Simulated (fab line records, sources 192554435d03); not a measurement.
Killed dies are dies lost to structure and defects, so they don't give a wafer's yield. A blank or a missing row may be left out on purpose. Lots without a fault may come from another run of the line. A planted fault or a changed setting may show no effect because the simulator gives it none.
A struck lot beside a sound one | flow n5_finfet | 16 steps out of a route of 1938
Sound: wafers L100.1, L100.5, L100.6. Struck: wafer L995.2. (L995.5 of the same lot was not struck and is left out.) The cause comes at the end.
At each step with rows: each side's tool, then ch and its chambers, then its first start. Under that, the readings that differ: sound wafers | struck wafers | difference of the means | sigmas: that difference in standard deviations of wafers without a fault.
alike: readings whose means differ by less than 2 such deviations, and words and numbers that are the same on both sides. not compared: withheld readings, readings that some wafer has no value for, bounds like >300 that may hide the same value, and numbers for which the record gives no deviation and whose values overlap.
The two part at a step that has a row with sigmas, a row that says differs or no value, or rows on one side only. Numbers that don't overlap but have no deviation are shown without sigmas and don't part them. A reading that every wafer of one side lacks parts them only if that side has two wafers or more.

first, 3 steps without rows for these wafers: N5_SDB_PRECLEAN_38 (cleans in dHF, time 10 s); N5_SDB_PRECLEAN_39 (cleans in O3/DIW, time 45 s); N5_SDB_SRD_28 (time 30 s).
N5_SDB_ALD_29: deposits SiNx, target thk 30 nm, pulse time 1 s, ald cycles 600.
  sound on ald_sin-03 ch 2,3, day 9 12:38; struck on ald_sin-03 ch 1, day 8 02:11
  alike: heater_power_w, precursor_pulse_height_rel
N5_SDB_CMP_30: polishes, stops on poly-Si, t overpolish 1.54 s, target thk 30 nm.
  sound on cmp-01 ch 0,1,2, day 9 15:27; struck on cmp-04 ch 0, day 8 05:02
  alike: motor_current_A, overpolish_run_s, time_to_endpoint_s
N5_SDB_THK_MEAS_31:
  sound on film_metro-01, day 9 15:40; struck on film_metro-02, day 8 05:13
  alike: SDB_THK
N5_SDB_INSPECT_36: inspects for defects (darkfield).
  sound on defect_inspect-02, day 9 15:42; struck on defect_inspect-02, day 8 05:14
  alike: raw_defect_count
N5_DUMMY_REMOVAL_HM_STRIP_01: strips SiNx in CH3F/O2, stops on poly-Si, target depth 4 nm, time 6.8 s.
  sound on rie_diel-02 ch 0,3, day 9 15:44; struck on rie_diel-01 ch 1, day 8 05:17
  reading                         | sound             | struck | difference | sigmas
  rf_vpp_V (V)                    | 126.0 126.4 126.9 | 129.6  | +3.2       | +3
  showerhead_plenum_p_Torr (Torr) | 1.91 1.91 1.96    | 2.12   | +0.19      | +4
  throttle_valve_pct (%)          | 16.54 16.53 16.14 | 15.71  | -0.69      | -2
  alike: drypump_motor_current_A, oes_product_au
  not compared: rf_hours_counter_h
N5_DUMMY_REMOVAL_STRIP_10: strips in N2/H2, time 40 s.
  sound on rie_diel-02 ch 0,3, day 9 15:46; struck on rie_diel-01 ch 1, day 8 05:19
  reading                         | sound             | struck | difference | sigmas
  showerhead_plenum_p_Torr (Torr) | 3.22 3.22 3.30    | 3.58   | +0.33      | +3
  throttle_valve_pct (%)          | 12.50 12.50 11.86 | 11.66  | -0.63      | -2
  alike: drypump_motor_current_A, oes_product_au, rf_vpp_V
  not compared: rf_hours_counter_h
then, 2 steps without rows for these wafers: N5_DUMMY_REMOVAL_PRECLEAN_07 (cleans in dHF, time 30 s); N5_DUMMY_REMOVAL_DUMMY_REMOVE_02 (chemistry TMAH, target poly-Si, stops on SiO2, target depth 142 nm, time 57 s, rinse time 30 s).
N5_DUMMY_REMOVAL_INSPECT_06: inspects for defects (brightfield).
  sound on defect_inspect-01, day 9 15:56; struck on defect_inspect-02, day 8 05:28
  alike: raw_defect_count
N5_DUMMY_REMOVAL_PRECLEAN_08: cleans in NF3:NH3, afs cycles 2, time 20 s, sublimation time 60 s.
  sound on remote_plasma-01 ch 0, day 9 15:58; struck on remote_plasma-02 ch 0, day 8 05:32
  reading    | sound    | struck | difference | sigmas
  time_s (s) | 20 20 20 | 24.226 | +4.226     |
then, 1 step without rows for these wafers: N5_DUMMY_REMOVAL_PRECLEAN_04 (cleans in DHF, time 37 s).
-- the record jumps here: 4 days lie between the struck wafers' starts before and after (it left off in module DUMMY_REMOVAL and takes up again in module BEOL_M4, whose first step shown is number 1111 of the route) --
N5_BEOL_M4_RC_MEAS_101:
  sound on prober-01 ch 0, day 13 17:16; struck on prober-01 ch 0, day 11 22:06
  reading       | sound          | struck | difference | sigmas
  SS_P (mV/dec) | 73.9 73.3 73.5 | 75.1   | +1.5       | +2
  alike: DIBL_N, DIBL_P, IOFF_N, IOFF_P, ION_N, ION_P, SS_N, VT_N, VT_P
-- the record jumps here: 5 days lie between the struck wafers' starts before and after (it left off in module BEOL_M4 and takes up again in module PASSIVATION, whose first step shown is number 1936 of the route) --
N5_PASSIVATION_PROBE_49:
  sound on prober-02, day 18 00:57; struck on prober-01, day 16 13:34
  reading                  | sound          | struck | difference | sigmas
  defect_limited_yield (%) | 88.2 87.8 89.8 | 93.1   | +4.5       | +3
  killed_at_contacts       | 20 17 16       | 4      | -14        | -2
  killed_at_front_end      | 54 83 48       | 31     | -31        | -3
  killed_dies              | 139 144 120    | 81     | -53        | -3
  killed_open              | 102 102 79     | 56     | -38        | -3
  sort_bin_5_function (%)  | 6.7 6.9 6.0    | 4.0    | -2.5       | -3
  sort_bin_6_memory (%)    | 4.5 4.7 3.7    | 2.5    | -1.8       | -2
  sort_n_pass              | 1041 1036 1060 | 1099   | +53        | +3
  sort_yield_pct (%)       | 88.2 87.8 89.8 | 93.1   | +4.5       | +3
  alike: killed_at_M0_to_M3, killed_at_M4_up, killed_at_other, killed_on_rim, killed_short, sort_bin_8_speed

WHERE THEY PART
First at N5_DUMMY_REMOVAL_HM_STRIP_01; last, within this record, at N5_PASSIVATION_PROBE_49.

WHY: what the simulator had put in
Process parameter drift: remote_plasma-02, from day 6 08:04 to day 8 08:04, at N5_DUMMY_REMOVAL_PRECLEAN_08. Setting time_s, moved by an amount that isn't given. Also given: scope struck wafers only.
